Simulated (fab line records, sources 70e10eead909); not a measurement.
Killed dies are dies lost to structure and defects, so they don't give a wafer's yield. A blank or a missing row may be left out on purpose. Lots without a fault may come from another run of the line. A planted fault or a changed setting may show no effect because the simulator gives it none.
Tool commonality check | flow nand_harc | 15 lots, 45 wafers sampled

WHY IT WAS OPENED
At NHARC_P_M2_THK_MEAS_24 the reading thk_nm is flagged on 3 of 15 lots. Wafers without a fault read 144.4 nm, standard deviation 1.4.
Rule: a lot is flagged when every wafer of it that has a number lies more than 4 standard deviations from that mean, or none has a number. The other lots count as sound.

lot  | measured     | on            | thk_nm (nm), wafer by wafer | flag
L451 | day 6 07:04  | film_metro-02 | 145.1 145.1 145.1           |
L453 | day 6 20:36  | film_metro-02 | 143.6 146.8 144.1           |
L454 | day 7 00:01  | film_metro-02 | 144.2 142.8 145.1           |
L455 | day 7 10:52  | film_metro-02 | 142.8 144.8 144.0           |
L456 | day 7 11:17  | film_metro-01 | 144.6 142.9 143.1           |
L457 | day 7 20:50  | film_metro-02 | 143.9 142.4 143.3           |
L459 | day 8 13:47  | film_metro-01 | 144.5 146.3 145.2           |
L461 | day 8 22:08  | film_metro-02 | 147.0 145.2 144.8           |
L462 | day 9 12:12  | film_metro-01 | 403.7 408.8 396.0           | FLAGGED
L463 | day 9 13:30  | film_metro-01 | 397.5 397.5 404.5           | FLAGGED
L464 | day 9 18:25  | film_metro-01 | 401.8 402.0 402.7           | FLAGGED
L467 | day 10 11:58 | film_metro-02 | 147.4 143.9 146.1           |
L472 | day 11 11:31 | film_metro-02 | 145.5 144.9 144.6           |
L473 | day 11 12:51 | film_metro-02 | 145.0 146.0 145.2           |
L474 | day 12 01:26 | film_metro-01 | 145.5 144.7 145.2           |
The numbers of the flagged lots are 401.6 nm on average: +257.2 nm against the usual, or +99 or more standard deviations.

WHICH TOOL RAN EACH LOT
The record holds 3 process steps before the reading, out of a route of 1159 steps. In each cell: the tool, then ch and the chambers that the sampled wafers went through, then the start.
lot  | flag    | NHARC_P_M2_PRE_CLEAN_30                 | NHARC_P_M2_PVD_21                       | NHARC_P_M2_CMP_23
L451 |         | pvd_sputter-01, day 6 06:46 or earlier  | pvd_sputter-01, day 6 06:46 or earlier  | cmp-02 ch 0,1, day 6 06:46
L453 |         | pvd_sputter-02, day 6 20:17 or earlier  | pvd_sputter-02, day 6 20:17 or earlier  | cmp-02 ch 0,3, day 6 20:17
L454 |         | pvd_sputter-02, day 6 23:45 or earlier  | pvd_sputter-02, day 6 23:45 or earlier  | cmp-02 ch 1,2,3, day 6 23:45
L455 |         | pvd_sputter-02, day 7 10:36 or earlier  | pvd_sputter-02, day 7 10:36 or earlier  | cmp-02 ch 0,1,2, day 7 10:36
L456 |         | pvd_sputter-03, day 7 10:58 or earlier  | pvd_sputter-03, day 7 10:58 or earlier  | cmp-02 ch 0,3, day 7 10:58
L457 |         | pvd_sputter-02, day 7 20:37 or earlier  | pvd_sputter-02, day 7 20:37 or earlier  | cmp-02 ch 1,2,3, day 7 20:37
L459 |         | pvd_sputter-01, day 8 13:32 or earlier  | pvd_sputter-01, day 8 13:32 or earlier  | cmp-04 ch 0,1,2, day 8 13:32
L461 |         | pvd_sputter-03, day 8 21:52 or earlier  | pvd_sputter-03, day 8 21:52 or earlier  | cmp-04 ch 0,1,3, day 8 21:52
L462 | FLAGGED | pvd_sputter-03, day 9 11:56 or earlier  | pvd_sputter-03, day 9 11:56 or earlier  | cmp-01 ch 0,2,3, day 9 11:56
L463 | FLAGGED | pvd_sputter-02, day 9 13:11 or earlier  | pvd_sputter-02, day 9 13:11 or earlier  | cmp-01 ch 0,1,3, day 9 13:11
L464 | FLAGGED | pvd_sputter-01, day 9 18:06 or earlier  | pvd_sputter-01, day 9 18:06 or earlier  | cmp-02 ch 0,1, day 9 18:06
L467 |         | pvd_sputter-02, day 10 11:41 or earlier | pvd_sputter-02, day 10 11:41 or earlier | cmp-02 ch 0,1,3, day 10 11:41
L472 |         | pvd_sputter-01, day 11 11:13 or earlier | pvd_sputter-01, day 11 11:13 or earlier | cmp-02 ch 0,1,2, day 11 11:13
L473 |         | pvd_sputter-02, day 11 12:35 or earlier | pvd_sputter-02, day 11 12:35 or earlier | cmp-04 ch 0,2,3, day 11 12:35
L474 |         | pvd_sputter-03, day 12 01:07 or earlier | pvd_sputter-03, day 12 01:07 or earlier | cmp-02 ch 1,2,3, day 12 01:07
What these steps do:
- NHARC_P_M2_PRE_CLEAN_30: time 30 s.
- NHARC_P_M2_PVD_21: deposits Cu, target thk 30 nm, time 20.49 s.
- NHARC_P_M2_CMP_23: polishes, t overpolish 20 s, target thk 144.3 nm.
- NHARC_P_M2_THK_MEAS_24: measures by xrf.

FLAGGED OVER TOTAL, TOOL BY TOOL (the gauges that took the reading come last)
step                    | tool           | lots run | flagged | share of the flagged lots | sound lots run after its first flagged lot
NHARC_P_M2_PRE_CLEAN_30 | pvd_sputter-01 | 4        | 1       | some                      | 1 (L472)
NHARC_P_M2_PRE_CLEAN_30 | pvd_sputter-02 | 7        | 1       | some                      | 2 (L467,L473)
NHARC_P_M2_PRE_CLEAN_30 | pvd_sputter-03 | 4        | 1       | some                      | 1 (L474)
NHARC_P_M2_PVD_21       | pvd_sputter-01 | 4        | 1       | some                      | 1 (L472)
NHARC_P_M2_PVD_21       | pvd_sputter-02 | 7        | 1       | some                      | 2 (L467,L473)
NHARC_P_M2_PVD_21       | pvd_sputter-03 | 4        | 1       | some                      | 1 (L474)
NHARC_P_M2_CMP_23       | cmp-01         | 2        | 2       | some                      | 0
NHARC_P_M2_CMP_23       | cmp-02         | 10       | 1       | some                      | 3 (L467,L472,L474)
NHARC_P_M2_CMP_23       | cmp-04         | 3        | 0       | none                      | -
NHARC_P_M2_THK_MEAS_24  | film_metro-01  | 6        | 3       | all                       | 1 (L474)
NHARC_P_M2_THK_MEAS_24  | film_metro-02  | 9        | 0       | none                      | -
NHARC_P_M2_PRE_CLEAN_30 gives no start for some lots, so the hours and the order of its lots are those of NHARC_P_M2_CMP_23. NHARC_P_M2_PVD_21 gives no start for some lots, so the hours and the order of its lots are those of NHARC_P_M2_CMP_23.

WHAT THE TABLE ALLOWS
1 row of the table ran every flagged lot: film_metro-01 at NHARC_P_M2_THK_MEAS_24.
- film_metro-01 at NHARC_P_M2_THK_MEAS_24: 3 of its 6 lots flagged. Sound lots ran on it after the first flagged one (L474), which a lasting fault on the whole tool wouldn't allow.
No row of the table ran every flagged lot and no sound lot after the first.

WHAT THE SIMULATOR HAD PUT IN
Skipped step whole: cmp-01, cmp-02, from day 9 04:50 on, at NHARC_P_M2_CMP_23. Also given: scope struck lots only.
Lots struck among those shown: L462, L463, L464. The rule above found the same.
